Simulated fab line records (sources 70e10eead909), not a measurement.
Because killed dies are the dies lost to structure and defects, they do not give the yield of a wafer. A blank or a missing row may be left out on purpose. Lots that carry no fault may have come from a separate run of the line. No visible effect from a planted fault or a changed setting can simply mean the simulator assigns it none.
Matching of chambers + flow nand harc + pecvd-02 running NHARC_A_CONTACT_DEP_29: 3 sister chambers
The step deposits SiON, target thk 70 nm. 20 wafers are shown with their chamber, then 10 later ones without.

== WAFERS WITH THEIR CHAMBER ==
| wafer  | chamber | heater power w (W) | chamber pressure Torr (Torr) |
|--------|---------|--------------------|------------------------------|
| L074.1 | 1       | 833                | 3.499                        |
| L074.3 | 0       | 731                | 3.508                        |
| L074.6 | 1       | 858                | 3.488                        |
| L075.2 | 2       | 637                | 3.495                        |
| L075.3 | 1       | 736                | 3.501                        |
| L075.5 | 2       | 667                | 3.510                        |
| L077.3 | 2       | 638                | 3.495                        |
| L077.4 | 0       | 785                | 3.497                        |
| L077.6 | 2       | 654                | 3.505                        |
| L079.2 | 0       | 776                | 3.489                        |
| L079.3 | 2       | 668                | 3.505                        |
| L079.4 | 2       | 658                | 3.510                        |
| L078.2 | 1       | 715                | 3.501                        |
| L078.4 | 0       | 756                | 3.502                        |
| L078.5 | 2       | 668                | 3.492                        |
| L082.1 | 0       | 841                | 3.503                        |
| L082.3 | 2       | 724                | 3.505                        |
| L082.5 | 0       | 829                | 3.499                        |
| L084.3 | 2       | 723                | 3.498                        |
| L084.4 | 1       | 828                | 3.492                        |

SIGNATURES, as means of the wafers listed above
| reading               | chamber 0 | chamber 1 | chamber 2 | scatter within a chamber |
|-----------------------|-----------|-----------|-----------|--------------------------|
| heater power w        | 786.33    | 794.00    | 670.78    | 44.4                     |
| chamber pressure Torr | 3.49967   | 3.49620   | 3.50167   | 0.00648                  |
Rule: for a wafer and a chamber, the distance is found by dividing, reading by reading, the gap between the wafer's reading and the chamber's mean by the reading's scatter, squaring, summing and taking the root. The wafer belongs to the nearest chamber; if the next one is less than 2 further off, it can't be placed. The scatter: take each reading less its chamber's mean, square it, sum over the shown wafers, divide by the number of wafers less the number of chambers, and take the root.

== WAFERS WHOSE CHAMBER IS MISSING ==
| wafer  | heater power w (W) | chamber pressure Torr (Torr) |
|--------|--------------------|------------------------------|
| L084.6 | 831                | 3.508                        |
| L088.2 | 723                | 3.485                        |
| L088.4 | 717                | 3.504                        |
| L088.5 | 715                | 3.506                        |
| L095.1 | 708                | 3.489                        |
| L095.3 | 807                | 3.495                        |
| L095.4 | 712                | 3.495                        |
| L097.2 | 750                | 3.506                        |
| L097.4 | 726                | 3.501                        |
| L097.5 | 739                | 3.488                        |

== WHICH CHAMBER EACH ONE RAN IN ==
| wafer  | from the rows above          | in truth |
|--------|------------------------------|----------|
| L084.6 | can't be placed: 0 or 1      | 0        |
| L088.2 | can't be placed: 1 or 0 or 2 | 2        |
| L088.4 | can't be placed: 2 or 0 or 1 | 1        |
| L088.5 | can't be placed: 2 or 0 or 1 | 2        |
| L095.1 | can't be placed: 2 or 1 or 0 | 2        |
| L095.3 | can't be placed: 1 or 0      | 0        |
| L095.4 | can't be placed: 2 or 0 or 1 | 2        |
| L097.2 | can't be placed: 0 or 1 or 2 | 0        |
| L097.4 | can't be placed: 2 or 0 or 1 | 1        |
| L097.5 | can't be placed: 1 or 0 or 2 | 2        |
Correctly placed: 0 of 10. Cannot be placed on the basis of these rows: 10; the candidates contain the true chamber in 10. 0 placed wrongly.
